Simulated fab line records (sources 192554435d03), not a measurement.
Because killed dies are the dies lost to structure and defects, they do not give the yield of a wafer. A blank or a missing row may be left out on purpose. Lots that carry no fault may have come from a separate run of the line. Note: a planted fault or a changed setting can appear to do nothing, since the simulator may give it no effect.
Matching of chambers -- flow n5Finfet -- N5_BEOL_M0_SAQP_SPACER1_ALD_98 on aldSin-01 has 4 sister chambers
The step deposits SiO2, target thk 12.8 nm, pulse time 1 s, purge time 2 s. 8 wafers are shown with their chamber, then 12 later ones without.

== EACH WAFER AND ITS CHAMBER ==
wafer,chamber,heaterPowerW (W),precursorPulseHeightRel
L080.3,1,475,1.010
L082.1,1,479,1.016
L082.5,2,514,0.981
L088.2,0,466,0.941
L088.6,3,490,0.968
L087.1,0,473,1.017
L087.3,2,468,1.006
L087.4,3,513,1.023

== WAFERS WHOSE CHAMBER IS MISSING ==
wafer,heaterPowerW (W),precursorPulseHeightRel
L094.1,468,1.001
L094.5,440,0.998
L094.6,455,0.965
L095.1,479,0.996
L095.2,474,0.996
L095.3,448,0.967
L095.4,459,0.991
L095.5,445,1.012
L095.6,480,1.014
L096.1,446,0.977
L096.3,491,1.000
L096.6,484,0.980

== CHAMBER TAKEN BY EACH ==
wafer,from the rows above,in truth
L094.1,can't be placed: 1 or 0 or 2 or 3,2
L094.5,can't be placed: 0 or 1 or 2 or 3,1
L094.6,can't be placed: 0 or 1 or 2 or 3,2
L095.1,can't be placed: 1 or 2 or 0 or 3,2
L095.2,can't be placed: 1 or 0 or 2 or 3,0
L095.3,can't be placed: 0 or 1 or 2 or 3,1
L095.4,can't be placed: 0 or 1 or 2 or 3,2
L095.5,can't be placed: 0 or 1 or 2 or 3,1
L095.6,can't be placed: 1 or 2 or 0 or 3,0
L096.1,can't be placed: 0 or 1 or 2 or 3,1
L096.3,can't be placed: 2 or 3 or 1 or 0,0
L096.6,can't be placed: 2 or 0 or 1 or 3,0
Placed correctly: 0 of 12. Unplaceable from these rows: 12, with the true chamber sitting among the candidates in 12. Number placed wrongly: 0.
How it was worked out, from the rows above alone: a wafer's distance from a chamber is the root of the sum, over the readings, of the square of ((its reading less the chamber's mean) divided by the reading's scatter). If the next closest chamber is less than 2 further off than the closest, the wafer can't be placed; otherwise it belongs to the closest. The mean given for a chamber averages the wafers shown for that chamber. The scatter is the square root of a quotient: the sum, over the shown wafers, of each reading's squared deviation from its chamber's mean, divided by wafers minus chambers.
